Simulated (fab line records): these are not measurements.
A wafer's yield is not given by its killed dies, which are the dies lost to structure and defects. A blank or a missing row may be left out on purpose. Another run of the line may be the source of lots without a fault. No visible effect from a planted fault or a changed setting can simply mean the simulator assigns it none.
fab line records ; flow n5_finfet
[record] lots = 10; wafers = 29; last_day = 17
route steps=1938 shown BEOL_M9@1417 PASSIVATION@1936
lots that met no fault: from a run of the same line without faults
start_h: the number of hours between the record's first day and the start of the first shown wafer of the lot ; wait_h: how many hours have passed since the lot's step before this one ; " identical to the entry in the row above ; L1.1+2: a row that stands for several wafers ; - no value, or no start given ; * or withheld: withheld ; < > ~ a bound
route shown NAME@n: a module of which the file shows steps, and the number in the route of the first ; usual: mean/standard deviation taken from wafers without a fault ; same: alike in all rows ; chamber/n: place in a boat ; sites: readings site by site ; _std_site: how widely they spread, as a standard deviation ; _edge_site: the outer-site mean with the inner-site mean subtracted ; radius_mm: for every site, how far away it sits from the centre of the wafer ; mask NAME#n: copy n ; behind: the last tool/chamber to shape the wafer ; hold: reason for holding the lot/hours on hold/outcome of the hold ; device: which transistor (n, p or np) failed to switch ; end of line: the tests these same wafers got at the end of their route ; a step without rows: its recipe alone ; killed: not the wafer's yield, but the dies lost to structure and defects at the first sort ; map: per-die view of a wafer (x killed, . not killed, _ where there is no die)
set.NAME: the setting that was run; set.NAME@STEP: the one run at that earlier step ; model.NAME: the simulator's own value behind a step, which no gauge read
steps of the route over a sample of lots; a table a step, a row a wafer
services: the hour from which a tool's chamber was out of use, counted from the record's first day as start_h (under 0 if before that day), plus the number of hours and why
[[steps]]
[step N5_BEOL_M9_DESCUM_16]
[recipe] chemistry = O2; time_s = 7.9; source_power_w = 50; bias_power_w = 20; pressure_mtorr = 20; rf_frequency_hz = 2.712e+07; temp_c = 40; resist = CAR-ArF; o2_flow_sccm = 225
[usual] drypump_motor_current_A = 5.7/0.32; o2_flow_sccm = 225.1/0.7; oes_product_au = 0.75/0.072; rf_vpp_V = 243.0/1.3; showerhead_plenum_p_Torr = 2.08/0.073; throttle_valve_pct = 20.52/0.21
lot.wafer;tool;chamber;start_h;wait_h;drypump_motor_current_A;o2_flow_sccm;oes_product_au;rf_hours_counter_h;rf_vpp_V;showerhead_plenum_p_Torr;throttle_valve_pct
L734.2;rie_diel-03;1;226.59;0.0;6.3;225.5;0.70;206;241.1;2.00;20.68
L734.4;rie_diel-03;0;226.59;0.0;5.4;225.7;0.70;-;245.1;2.05;20.51
L734.6;rie_diel-03;1;226.59;0.0;6.3;225.0;0.70;-;240.9;2.00;20.67
L735.1;rie_diel-03;0;233.86;0.2;5.4;225.6;0.69;215;243.0;2.05;20.49
L735.2;rie_diel-03;1;233.86;0.2;6.2;225.1;0.70;208;241.0;2.00;20.66
L735.4;rie_diel-03;1;233.86;0.2;6.2;224.3;0.69;-;242.0;2.00;20.67
L738.2;rie_diel-06;2;248.39;0.0;5.5;224.5;0.69;229;243.4;2.08;20.49
L738.3;rie_diel-06;3;248.39;0.0;5.8;225.0;0.88;57;243.9;2.13;20.70
L738.6;rie_diel-06;1;248.39;0.0;5.9;225.5;0.71;-;243.1;2.18;20.65
L737.1;rie_diel-03;1;252.59;1.3;6.2;226.1;0.69;216;242.7;1.99;20.68
L737.3;rie_diel-03;3;252.59;1.3;5.2;225.3;0.73;204;243.7;2.06;20.46
L737.6;rie_diel-03;0;252.59;1.3;5.4;224.4;0.69;-;243.8;2.05;20.51
L740.1;rie_diel-06;3;265.45;0.0;5.8;225.0;0.86;62;243.5;2.13;20.73
L740.2;rie_diel-06;2;265.45;0.0;5.5;224.9;0.68;233;242.1;2.07;20.50
L740.4;rie_diel-06;0;265.45;0.0;5.8;224.8;0.71;177;241.8;2.08;20.72
L742.2;rie_diel-03;1;269.06;0.0;6.2;224.9;0.68;222;240.3;1.99;20.69
L742.3;rie_diel-03;0;269.06;0.0;5.4;224.9;0.70;229;241.6;2.05;20.53
L742.4;rie_diel-03;2;269.06;0.0;5.5;225.3;0.88;23;245.2;2.24;20.40
L747.1;rie_diel-05;1;312.47;0.0;5.7;225.6;0.69;205;242.9;2.06;20.06
L747.2;rie_diel-05;2;312.47;0.0;5.6;225.6;0.83;83;244.2;2.10;20.25
L749.1;rie_diel-06;3;316.51;0.0;5.8;225.5;0.85;79;242.6;2.12;20.75
L749.3;rie_diel-06;1;316.51;0.0;5.9;225.2;0.69;213;244.5;2.18;20.69
L749.4;rie_diel-06;1;316.51;0.0;5.9;226.2;0.70;-;244.5;2.18;20.69
L751.2;rie_diel-05;3;331.87;0.0;6.1;226.0;0.83;59;244.5;2.21;20.57
L751.3;rie_diel-05;1;331.87;0.0;5.7;225.5;0.69;211;243.9;2.06;20.07
L751.5;rie_diel-05;2;331.87;0.0;5.6;224.3;0.82;-;244.2;2.10;20.26
L753.3;rie_diel-03;1;339.26;0.1;6.2;224.6;0.67;243;239.9;1.98;20.71
L753.4;rie_diel-03;0;339.26;0.1;5.4;225.9;0.67;249;242.6;2.04;20.55
L753.6;rie_diel-03;3;339.26;0.1;5.3;224.8;0.71;-;243.2;2.05;20.52
[step N5_BEOL_M9_VIA_ETCH_34]
[recipe] chemistry = C4F6/O2; target = SiCOH_lowk; target_depth_a = 1824; mask_material = SOC; taper_deg = 4; time_s = 68.4; ion_energy_ev = 250; pressure_mtorr = 30; source_w = 345; bias_w = 185; Ar_flow_sccm = 300; C4F6_flow_sccm = 10; O2_flow_sccm = 10
[usual] drypump_motor_current_A = 5.7/0.3; oes_product_au = 0.75/0.069; rf_vpp_V = 667/12; showerhead_plenum_p_Torr = 2.84/0.091; throttle_valve_pct = 20.99/0.2
lot.wafer;tool;chamber;start_h;wait_h;drypump_motor_current_A;oes_product_au;rf_hours_counter_h;rf_vpp_V;showerhead_plenum_p_Torr;throttle_valve_pct
L734.2;rie_diel-06;2;228.81;0.0;5.5;0.68;223;664;2.80;20.77
L734.4;rie_diel-06;3;228.81;0.0;5.8;0.88;52;656;2.89;21.13
L734.6;rie_diel-06;1;228.81;0.0;5.9;0.71;-;676;2.94;21.00
L735.1;rie_diel-03;0;235.09;0.0;5.4;0.70;216;676;2.81;21.04
L735.2;rie_diel-03;3;235.09;0.0;5.3;0.74;196;654;2.84;21.09
L735.4;rie_diel-03;0;235.09;0.0;5.4;0.70;-;677;2.81;21.04
L738.2;rie_diel-03;0;252.30;0.0;5.4;0.70;223;676;2.80;21.05
L738.3;rie_diel-03;3;252.30;0.0;5.2;0.73;204;653;2.84;21.10
L738.6;rie_diel-03;1;252.30;0.0;6.3;0.70;-;670;2.71;21.12
L737.1;rie_diel-03;0;257.18;0.0;5.4;0.98;225;676;2.80;21.13
L737.3;rie_diel-03;2;257.18;0.0;5.5;0.88;19;676;3.03;20.81
L737.6;rie_diel-03;3;257.18;0.0;5.3;0.72;-;654;2.84;21.10
L740.1;rie_diel-06;3;266.90;0.0;5.8;0.87;63;657;2.89;21.14
L740.2;rie_diel-06;0;266.90;0.0;5.8;0.71;178;647;2.83;21.18
L740.4;rie_diel-06;2;266.90;0.0;5.5;0.68;234;664;2.79;20.78
L742.2;rie_diel-03;2;270.97;0.0;5.5;0.89;24;673;3.03;20.84
L742.3;rie_diel-03;0;270.97;0.0;5.4;0.97;229;675;2.80;21.15
L742.4;rie_diel-03;3;270.97;0.0;5.3;0.72;211;654;2.84;21.14
L747.1;rie_diel-05;1;315.09;0.0;5.8;0.71;205;685;2.80;20.54
L747.2;rie_diel-05;0;315.09;0.0;5.8;0.74;190;656;2.72;21.20
L749.1;rie_diel-05;1;318.12;0.0;5.7;0.71;207;686;2.80;20.52
L749.3;rie_diel-05;0;318.12;0.0;5.8;0.74;-;656;2.72;21.19
L749.4;rie_diel-05;1;318.12;0.0;5.8;0.71;-;683;2.80;20.54
L751.2;rie_diel-06;2;333.88;0.0;5.5;0.99;1;665;2.79;20.37
L751.3;rie_diel-06;3;333.88;0.0;5.8;0.84;86;656;2.88;21.17
L751.5;rie_diel-06;0;333.88;0.0;5.8;0.69;-;648;2.82;21.20
L753.3;rie_diel-03;0;341.57;0.0;5.4;0.68;250;676;2.79;21.08
L753.4;rie_diel-03;1;341.57;0.0;6.2;0.68;243;668;2.70;21.17
L753.6;rie_diel-03;3;341.57;0.0;5.3;0.71;-;653;2.83;21.14
[step N5_BEOL_M9_STRIP_36]
[recipe] chemistry = N2/H2; power_w = 450; temp_c = 40; pressure_mtorr = 20; rf_frequency_hz = 6e+07; overash_fraction = 0.3; bias_power_w = 7; h2_frac = 0.5; n2_flow_sccm = 200; h2_flow_sccm = 200
[usual] drypump_motor_current_A = 5.7/0.31; h2_flow_sccm = 199.9/0.54; oes_product_au = 0.74/0.071; rf_vpp_V = 59.3/1.4; showerhead_plenum_p_Torr = 2.53/0.085; throttle_valve_pct = 23.83/0.26
lot.wafer;tool;chamber;start_h;wait_h;drypump_motor_current_A;h2_flow_sccm;oes_product_au;rf_hours_counter_h;rf_vpp_V;showerhead_plenum_p_Torr;throttle_valve_pct
L734.2;rie_diel-06;2;228.87;0.0;5.5;199.2;0.69;223;59.8;2.52;23.89
L734.4;rie_diel-06;3;228.87;0.0;5.8;200.7;0.89;52;61.3;2.58;23.90
L734.6;rie_diel-06;1;228.87;0.0;5.9;199.8;0.72;-;60.1;2.64;23.74
L735.1;rie_diel-03;0;235.16;0.0;5.4;199.9;0.69;216;59.0;2.52;24.12
L735.2;rie_diel-03;3;235.16;0.0;5.2;200.1;0.73;196;59.8;2.52;24.07
L735.4;rie_diel-03;0;235.16;0.0;5.4;200.1;0.71;-;58.6;2.52;24.12
L738.2;rie_diel-03;0;252.36;0.0;5.4;200.2;0.69;223;56.4;2.51;24.13
L738.3;rie_diel-03;3;252.36;0.0;5.2;199.8;0.73;204;60.4;2.52;24.07
L738.6;rie_diel-03;1;252.36;0.0;6.2;200.9;0.69;-;57.7;2.41;23.90
L737.1;rie_diel-03;0;257.24;0.0;5.4;200.2;0.69;225;59.1;2.51;24.12
L737.3;rie_diel-03;2;257.24;0.0;5.5;199.7;0.87;19;58.5;2.71;23.41
L737.6;rie_diel-03;3;257.24;0.0;5.3;199.1;0.73;-;59.9;2.52;24.05
L740.1;rie_diel-06;3;266.96;0.0;5.8;200.4;0.86;63;58.9;2.58;23.96
L740.2;rie_diel-06;0;266.96;0.0;5.8;198.9;0.71;178;58.9;2.51;23.96
L740.4;rie_diel-06;2;266.96;0.0;5.5;199.3;0.68;234;57.8;2.52;23.84
L742.2;rie_diel-03;2;271.04;0.0;5.5;200.6;0.89;24;57.9;2.71;23.41
L742.3;rie_diel-03;0;271.04;0.0;5.4;200.5;0.68;229;61.1;2.51;24.16
L742.4;rie_diel-03;3;271.04;0.0;5.2;200.2;0.72;211;57.3;2.52;24.07
L747.1;rie_diel-05;1;315.15;0.0;5.7;199.9;0.70;205;59.6;2.50;23.35
L747.2;rie_diel-05;0;315.15;0.0;5.8;200.0;0.72;190;59.9;2.41;23.64
L749.1;rie_diel-05;1;318.21;0.0;5.7;199.9;0.71;207;60.7;2.50;23.36
L749.3;rie_diel-05;0;318.21;0.0;5.8;200.2;0.72;-;59.6;2.41;23.62
L749.4;rie_diel-05;1;318.21;0.0;5.7;199.9;0.70;-;60.4;2.50;23.34
L751.2;rie_diel-06;2;333.94;0.0;5.5;200.0;1.02;1;59.8;2.51;23.39
L751.3;rie_diel-06;3;333.94;0.0;5.8;200.3;0.84;86;59.6;2.57;23.98
L751.5;rie_diel-06;0;333.94;0.0;5.8;200.5;0.70;-;60.1;2.50;23.98
L753.3;rie_diel-03;0;341.63;0.0;5.4;199.4;0.68;250;58.1;2.50;24.16
L753.4;rie_diel-03;1;341.63;0.0;6.2;200.2;0.69;243;57.9;2.40;23.97
L753.6;rie_diel-03;3;341.63;0.0;5.3;201.2;0.71;-;59.2;2.51;24.07
[step N5_BEOL_M9_ALD_74]
[recipe] material = TaN; target_thk_a = 20; temp_c = 275; ald_precursor_family = PDMAT; ald_co_reactant = NH3; pressure_torr = 3; carrier_flow_sccm = 1500; pulse_time_s = 2; purge_time_s = 3; co_reactant_purge_time_s = 2; co_reactant_pulse_time_s = 3; ald_cycles = 40; precursor_vessel_temp_c = 75; precursor_vessel_pressure_torr = 26.25; precursor_vessel_carrier_sccm = 1000
[usual] heater_power_w = 407/34; precursor_vessel_carrier_sccm = 1000/3.1
[same] purge_time_s = 3
lot.wafer;tool;chamber;start_h;wait_h;heater_power_w;precursor_vessel_carrier_sccm
L734.2;ald_metal-04;2;229.84;0.1;470;1001
L734.4;ald_metal-04;1;229.84;0.1;435;1002
L734.6;ald_metal-04;0;229.84;0.1;435;1001
L735.1;ald_metal-03;0;236.35;0.2;378;1000
L735.2;ald_metal-03;2;236.35;0.2;396;1001
L735.4;ald_metal-03;1;236.35;0.2;460;994
L738.2;ald_metal-02;3;253.92;0.2;373;1002
L738.3;ald_metal-02;2;253.92;0.2;384;1004
L738.6;ald_metal-02;3;253.92;0.2;373;1002
L737.1;ald_metal-02;1;258.70;0.3;416;1002
L737.3;ald_metal-02;3;258.70;0.3;367;999
L737.6;ald_metal-02;0;258.70;0.3;393;1000
L740.1;ald_metal-03;3;267.81;0.0;357;996
L740.2;ald_metal-03;0;267.81;0.0;388;997
L740.4;ald_metal-03;2;267.81;0.0;411;1004
L742.2;ald_metal-02;3;272.00;0.0;372;997
L742.3;ald_metal-02;1;272.00;0.0;431;994
L742.4;ald_metal-02;2;272.00;0.0;393;998
L747.1;ald_metal-04;0;316.21;0.0;432;1003
L747.2;ald_metal-04;3;316.21;0.0;373;998
L749.1;ald_metal-02;3;319.81;0.0;369;1004
L749.3;ald_metal-02;2;319.81;0.0;382;1001
L749.4;ald_metal-02;1;319.81;0.0;427;1001
L751.2;ald_metal-02;0;335.11;0.0;395;1002
L751.3;ald_metal-02;3;335.11;0.0;370;998
L751.5;ald_metal-02;1;335.11;0.0;422;1001
L753.3;ald_metal-04;2;343.36;0.1;456;1003
L753.4;ald_metal-04;1;343.36;0.1;425;999
L753.6;ald_metal-04;0;343.36;0.1;429;1005
[step N5_PASSIVATION_PROBE_49]
[usual] defect_limited_yield = 91.1/1.4; killed_at_M0_to_M3 = 33/9.1; killed_at_M4_up = 14/5.6; killed_at_contacts = 13/5.7; killed_at_front_end = 42/12; killed_at_other = 4/3; killed_dies = 105/16; killed_on_rim = 13/4; killed_open = 69/11; killed_short = 34/7.5; sort_bin_5_function = 5.2/0.91; sort_bin_6_memory = 3.3/0.64; sort_n_pass = 1075/16; sort_yield_pct = 91.1/1.4
[same] gross_dies = 1180; killed_at_back_side = 0; sort_bin_4_leakage[%] = 0; sort_bin_8_speed[%] = 0
lot.wafer;tool;chamber;start_h;wait_h;defect_limited_yield[%];killed_at_M0_to_M3;killed_at_M4_up;killed_at_contacts;killed_at_front_end;killed_at_other;killed_dies;killed_on_rim;killed_open;killed_short;sort_bin_5_function[%];sort_bin_6_memory[%];sort_n_pass;sort_yield_pct[%]
L735.1;prober-01;-;296.94;0.0;90.0;31;14;31;33;9;118;13;75;43;5.8;3.9;1062;90.0
L735.2;prober-01;-;296.99;0.1;91.4;34;19;13;31;4;101;12;66;34;4.9;3.4;1079;91.4
L735.4;prober-01;-;297.09;0.2;90.5;53;12;9;31;7;112;16;69;42;5.0;4.2;1068;90.5
L742.2;prober-02;-;326.55;0.1;91.4;32;20;10;37;3;102;11;72;28;5.5;2.8;1078;91.4
L742.3;prober-02;-;326.60;0.1;92.5;14;21;16;31;6;88;6;63;24;4.2;3.1;1092;92.5
L742.4;prober-02;-;326.65;0.2;91.3;31;19;7;39;7;103;13;58;33;5.1;2.6;1077;91.3
L747.1;prober-01;-;368.26;0.0;95.0;27;9;1;18;4;59;10;31;27;3.5;1.4;1121;95.0
L749.1;prober-02;-;378.85;0.0;90.4;33;6;10;62;2;113;16;83;26;5.8;3.6;1067;90.4
L749.3;prober-02;-;378.95;0.1;89.7;53;11;17;38;3;122;15;91;27;6.2;4.0;1058;89.7
L749.4;prober-02;-;379.00;0.2;90.8;48;9;7;44;0;108;13;74;33;5.8;3.3;1072;90.8
L751.2;prober-02;-;390.10;0.1;91.4;29;18;7;46;2;102;19;66;36;4.7;3.6;1078;91.4
L751.3;prober-02;-;390.15;0.1;92.5;41;6;10;31;1;89;12;51;37;4.4;2.9;1091;92.5
L751.5;prober-02;-;390.25;0.2;90.7;37;11;9;48;5;110;10;65;44;5.8;3.2;1070;90.7
// killed by level:class
L735.1 MOL_CONTACT_COAG:geometric_particle:open=27 BEOL_M0_SAQP:geometric_particle:short=13 BEOL_M4:geometric_particle:open=6 DUMMY_GATE:geometric_particle:open=5 BEOL_M2:geometric_particle:open=5 FIN_SAQP:geometric_particle:short=4 GATE_CUT:geometric_particle:open=4 MOL_CONTACT_COAG:geometric_particle:short=4
L735.2 BEOL_M4:geometric_particle:open=10 MOL_CONTACT_COAG:geometric_particle:open=9 BEOL_M3:geometric_particle:open=8 BEOL_M0_SAQP:geometric_particle:open=7 BEOL_M0_SAQP:geometric_particle:short=6 DUMMY_GATE:geometric_particle:open=5 MOL_CONTACT_COAG:geometric_particle:short=4 BEOL_M2:geometric_particle:open=4
L735.4 BEOL_M0_SAQP:geometric_particle:short=12 BEOL_M1:geometric_particle:open=10 BEOL_M2:geometric_particle:open=8 BEOL_M3:geometric_particle:open=8 FIN_SAQP:geometric_particle:short=7 MOL_CONTACT_COAG:geometric_particle:open=7 BEOL_M0_SAQP:geometric_particle:open=7 GATE_CUT:geometric_particle:short=6
L742.2 FIN_SAQP:geometric_particle:open=15 BEOL_M4:geometric_particle:open=8 BEOL_M0_SAQP:geometric_particle:short=7 BEOL_M1:geometric_particle:open=7 BEOL_M3:geometric_particle:open=7 DUMMY_GATE:geometric_particle:open=6 MOL_CONTACT_COAG:geometric_particle:open=6 BEOL_M0_SAQP:geometric_particle:open=6
L742.3 MOL_CONTACT_COAG:geometric_particle:open=13 FIN_SAQP:geometric_particle:open=8 BEOL_M4:geometric_particle:open=8 DUMMY_GATE:geometric_particle:open=7 BEOL_M0_SAQP:geometric_particle:open=5 STI_FIN_REVEAL:geometric_particle:open=4 BEOL_M2:geometric_particle:open=4 FIN_SAQP:geometric_particle:short=3
L742.4 FIN_SAQP:geometric_particle:open=16 HKMG_FIN:area_etch=10 BEOL_M3:geometric_particle:open=8 BEOL_M0_SAQP:geometric_particle:short=7 BEOL_M0_SAQP:geometric_particle:open=6 BEOL_M4:geometric_particle:open=6 BEOL_M4:geometric_particle:short=6 MOL_CONTACT_COAG:geometric_particle:open=4
L747.1 BEOL_M0_SAQP:geometric_particle:short=7 BEOL_M3:geometric_particle:open=7 FIN_SAQP:geometric_particle:short=6 BEOL_M1:geometric_particle:open=4 FIN_SAQP:geometric_particle:open=2 ILD0:geometric_particle:open=2 GATE_CUT:geometric_particle:open=2 BEOL_M1:geometric_particle:short=2
L749.1 BEOL_M2:geometric_particle:open=20 FIN_SAQP:geometric_particle:open=18 FIN_SAQP:geometric_particle:short=10 MOL_CONTACT_COAG:geometric_particle:open=10 DUMMY_GATE:geometric_particle:open=9 STI_FIN_REVEAL:geometric_particle:open=5 GATE_CUT:geometric_particle:open=4 BEOL_M0_SAQP:geometric_particle:open=4
L749.3 BEOL_M2:geometric_particle:open=20 BEOL_M3:geometric_particle:open=19 FIN_SAQP:geometric_particle:open=16 MOL_CONTACT_COAG:geometric_particle:open=13 FIN_SAQP:geometric_particle:short=8 MOL_CONTACT_COAG:geometric_particle:short=4 BEOL_M3:geometric_particle:short=4 BEOL_M4:geometric_particle:open=4
L749.4 BEOL_M2:geometric_particle:open=21 FIN_SAQP:geometric_particle:open=11 FIN_SAQP:geometric_particle:short=8 BEOL_M3:geometric_particle:open=8 BEOL_M0_SAQP:geometric_particle:short=6 STI_FIN_REVEAL:geometric_particle:open=6 BEOL_M2:geometric_particle:short=6 DUMMY_GATE:geometric_particle:open=5
L751.2 BEOL_M1:geometric_particle:open=13 GATE_CUT:geometric_particle:short=10 BEOL_M4:geometric_particle:open=8 BEOL_M2:geometric_particle:open=7 GATE_CUT:geometric_particle:open=6 MOL_CONTACT_COAG:geometric_particle:open=6 STI_FIN_REVEAL:geometric_particle:open=5 STI_FIN_REVEAL:geometric_particle:short=5
L751.3 BEOL_M0_SAQP:geometric_particle:short=10 BEOL_M0_SAQP:geometric_particle:open=9 BEOL_M1:geometric_particle:open=8 BEOL_M3:geometric_particle:open=6 FIN_SAQP:geometric_particle:short=5 MOL_CONTACT_COAG:geometric_particle:open=5 MOL_CONTACT_COAG:geometric_particle:short=4 FIN_SAQP:geometric_particle:open=3
L751.5 FIN_SAQP:geometric_particle:short=10 MOL_CONTACT_COAG:geometric_particle:open=9 BEOL_M0_SAQP:geometric_particle:short=8 BEOL_M3:geometric_particle:open=8 FIN_SAQP:geometric_particle:open=6 ILD0:geometric_particle:open=6 GATE_CUT:geometric_particle:open=5 BEOL_M0_SAQP:geometric_particle:open=5
[[services]]
tool;chamber;start_h;hours;kind
rie_diel-03;2;214.25;38.8;repair
ald_metal-03;-;217.57;1.8;repair
ald_metal-04;-;225.09;1.3;repair
ald_metal-04;1;236.48;6.2;repair
ald_metal-02;2;254.25;10.7;repair
rie_diel-06;0;270.40;9.1;repair
rie_diel-05;2;270.47;12.0;repair
ald_metal-03;-;291.59;6.4;repair
ald_metal-04;3;295.07;4.1;repair
rie_diel-05;3;312.55;6.6;repair
ald_metal-03;-;314.63;8.7;pm
rie_diel-06;2;316.25;-;clean
rie_diel-06;2;316.25;-;consumable_replace:focus_ring
rie_diel-05;2;317.23;1.2;repair
rie_diel-03;2;331.22;2.2;repair
ald_metal-03;-;337.25;14.0;pm
ald_metal-03;0;337.25;14.0;vent_cycle
ald_metal-03;1;337.25;14.0;vent_cycle
ald_metal-03;2;337.25;14.0;vent_cycle
ald_metal-03;3;337.25;14.0;vent_cycle
rie_diel-03;0;341.81;-;clean
rie_diel-03;0;341.81;-;consumable_replace:focus_ring
rie_diel-03;0;341.81;16.5;scheduled_down
rie_diel-03;0;341.81;16.5;vent_cycle
[[key]]
[first_sign] step = N5_BEOL_M9_VIA_ETCH_34; reading = oes_product_au; direction = up; sigmas = 3.3; usual = 0.75; struck = 0.98
effect none on later readings
met_at N5_BEOL_M9_VIA_ETCH_34
struck_lots L737,L742
struck_wafers L737.1,L742.3
[baseline_loss] step = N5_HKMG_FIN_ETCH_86; wafers = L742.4
not_acting_at N5_BEOL_M9_DESCUM_16,N5_BEOL_M9_STRIP_36,N5_BEOL_M9_ALD_74
onset_between 252.30 257.18
[fault] kind = process_parameter_drift; tool = rie_diel-03; chamber = 0; onset_h = 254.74; steps = N5_BEOL_M9_VIA_ETCH_34; channel = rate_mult; offset = 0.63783; shape = step; end_h = 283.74
// baseline_loss: these wafers lose ten dies or more at that step, a loss of the line's own and not of a fault; the sort's usual values leave them out
